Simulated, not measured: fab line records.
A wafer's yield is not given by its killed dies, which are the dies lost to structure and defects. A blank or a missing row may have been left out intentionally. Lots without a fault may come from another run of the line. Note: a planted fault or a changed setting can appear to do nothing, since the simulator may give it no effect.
Matching of chambers :: flow n5 finfet :: N5_BEOL_M0_CUTY_ETCH_62 on rie diel-05: 4 sister chambers
The step etches SiARC in CF4, time 58.5 s. 8 wafers are shown with their chamber, then 10 later ones without.

## WAFERS WITH THEIR CHAMBER
wafer: L078.2
chamber: 0
drypump motor current A (A): 5.9
showerhead plenum p Torr (Torr): 2.26

wafer: L085.4
chamber: 2
drypump motor current A (A): 5.4
showerhead plenum p Torr (Torr): 2.24

wafer: L085.5
chamber: 2
drypump motor current A (A): 5.4
showerhead plenum p Torr (Torr): 2.24

wafer: L087.2
chamber: 1
drypump motor current A (A): 5.1
showerhead plenum p Torr (Torr): 2.10

wafer: L087.4
chamber: 3
drypump motor current A (A): 6.4
showerhead plenum p Torr (Torr): 2.03

wafer: L087.5
chamber: 1
drypump motor current A (A): 5.1
showerhead plenum p Torr (Torr): 2.10

wafer: L088.3
chamber: 3
drypump motor current A (A): 6.4
showerhead plenum p Torr (Torr): 2.03

wafer: L088.4
chamber: 0
drypump motor current A (A): 5.8
showerhead plenum p Torr (Torr): 2.25

## WAFERS MISSING THEIR CHAMBER
wafer: L088.5
drypump motor current A (A): 5.9
showerhead plenum p Torr (Torr): 2.25

wafer: L095.1
drypump motor current A (A): 5.4
showerhead plenum p Torr (Torr): 2.23

wafer: L095.4
drypump motor current A (A): 5.1
showerhead plenum p Torr (Torr): 2.10

wafer: L095.6
drypump motor current A (A): 5.9
showerhead plenum p Torr (Torr): 2.25

wafer: L096.3
drypump motor current A (A): 5.8
showerhead plenum p Torr (Torr): 2.25

wafer: L096.5
drypump motor current A (A): 5.1
showerhead plenum p Torr (Torr): 2.10

wafer: L096.6
drypump motor current A (A): 5.4
showerhead plenum p Torr (Torr): 2.23

wafer: L097.1
drypump motor current A (A): 6.4
showerhead plenum p Torr (Torr): 2.28

wafer: L097.2
drypump motor current A (A): 5.4
showerhead plenum p Torr (Torr): 2.23

wafer: L097.5
drypump motor current A (A): 6.4
showerhead plenum p Torr (Torr): 2.28

## EACH ONE'S CHAMBER
wafer: L088.5
from the rows above: 0
in truth: 0

wafer: L095.1
from the rows above: 2
in truth: 2

wafer: L095.4
from the rows above: 1
in truth: 1

wafer: L095.6
from the rows above: 0
in truth: 0

wafer: L096.3
from the rows above: 0
in truth: 0

wafer: L096.5
from the rows above: 1
in truth: 1

wafer: L096.6
from the rows above: 2
in truth: 2

wafer: L097.1
from the rows above: 0
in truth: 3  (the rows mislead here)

wafer: L097.2
from the rows above: 2
in truth: 2

wafer: L097.5
from the rows above: 0
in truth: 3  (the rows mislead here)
8 of 10 placed correctly. Left unplaced by these rows: 0. Placed wrongly: 2.
How it was worked out, from the rows above alone: a wafer's distance from a chamber is the root of the sum, over the readings, of the square of ((its reading less the chamber's mean) divided by the reading's scatter). The wafer belongs to the nearest chamber; if the next one is less than 2 further off, it can't be placed. Each chamber's mean is taken over the wafers shown for it. How the scatter is found: for the shown wafers, subtract from each reading the mean of its chamber, square and add these, divide the total by (wafers less chambers), then take the root.
